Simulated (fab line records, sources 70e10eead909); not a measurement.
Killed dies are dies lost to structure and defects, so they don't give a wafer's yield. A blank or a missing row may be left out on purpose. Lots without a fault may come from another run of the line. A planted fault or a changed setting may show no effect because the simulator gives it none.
Problem report in the 8D (eight disciplines) form, filled by code | flow nand_harc | the parts of the form that need people (team, actions taken, sign-off) are left out

1. THE PROBLEM
thk_nm at NHARC_A_ONON_D1_THK_MEAS_21 reads a mean of 535 nm on 6 wafers of 2 lots; wafers without a fault read 1000 nm with a standard deviation of 9.6. That is -48 standard deviations from the usual mean.
The step: measures by ellipsometry.
First seen on wafer L283.1, day 10 23:31, on film_metro-01. The record holds 42 wafers of 14 lots with a number at this step. Rule for "out", or "out of limits": more than 4 standard deviations from the usual mean. The other wafers with a number count as sound.

2. WHAT IT IS AND WHAT IT IS NOT
question                    | is                     | is not
which readings at this step | thk_nm                 | -
which lots                  | L282, L283             | L273, L275, L277, L280, L284, L285, L287, L288, L289, L292, L293, L294
which wafers of those lots  | all that have a number | -
read on which gauges        | film_metro-01          | film_metro-02
when                        | from day 10 23:31      | up to then (12 sound wafers); but 24 sound wafers of L284, L285, L287, L288, L289, L292, L293, L294 came after

3. SUSPECTS, AND WHAT RULES EACH OUT
Counting: a tool at a process step up to the reading stays a suspect if it ran every lot that is out and no sound lot after the first of them.
- the gauge at NHARC_A_ONON_D1_THK_MEAS_21: ruled out. All the wafers that are out were read on film_metro-01, but those of them that NHARC_END_SORT_01 has rows for are out there too, on other tools.
- pecvd_onon-03 at NHARC_A_ONON_D1_DEP_19 (target thk 1000 nm): ruled out as a lasting fault. Sound lots L293 ran on it after its first lot that is out, L283 (day 10 23:00).
Left after counting: nothing in the record.

4. THE CAUSE (what the simulator had put in)
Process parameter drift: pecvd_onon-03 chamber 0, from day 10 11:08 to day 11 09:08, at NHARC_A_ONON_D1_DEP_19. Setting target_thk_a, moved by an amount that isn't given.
Counting ruled it out, wrongly: the rule takes a fault to strike every lot that its tool runs from its start on, and this one did not.

5. THE CHAIN OF EFFECTS, in route order
Each row: a reading whose mean over the struck wafers that have a number lies more than 3 standard deviations from the usual. Only readings for which the record gives a usual standard deviation are gone through. hours: the time from each lot's start at the first step in this table that gives one to its start at this step, as a median over the lots. sigmas: the change in usual standard deviations.
hours | step                        | reading         | usual   | on struck wafers | change | sigmas
0     | NHARC_A_ONON_D1_THK_MEAS_21 | thk_nm          | 1000 nm | 535              | -465   | -48
264   | NHARC_END_SORT_01           | killed_at_array | 26      | 675              | +649   | +65
264   | NHARC_END_SORT_01           | killed_dies     | 30      | 677              | +647   | +59

6. WHAT WOULD HAVE CAUGHT IT SOONER
In this record the first reading out of limits at a measuring or inspecting step was taken at day 10 23:31, 12 hours after the fault began at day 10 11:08.
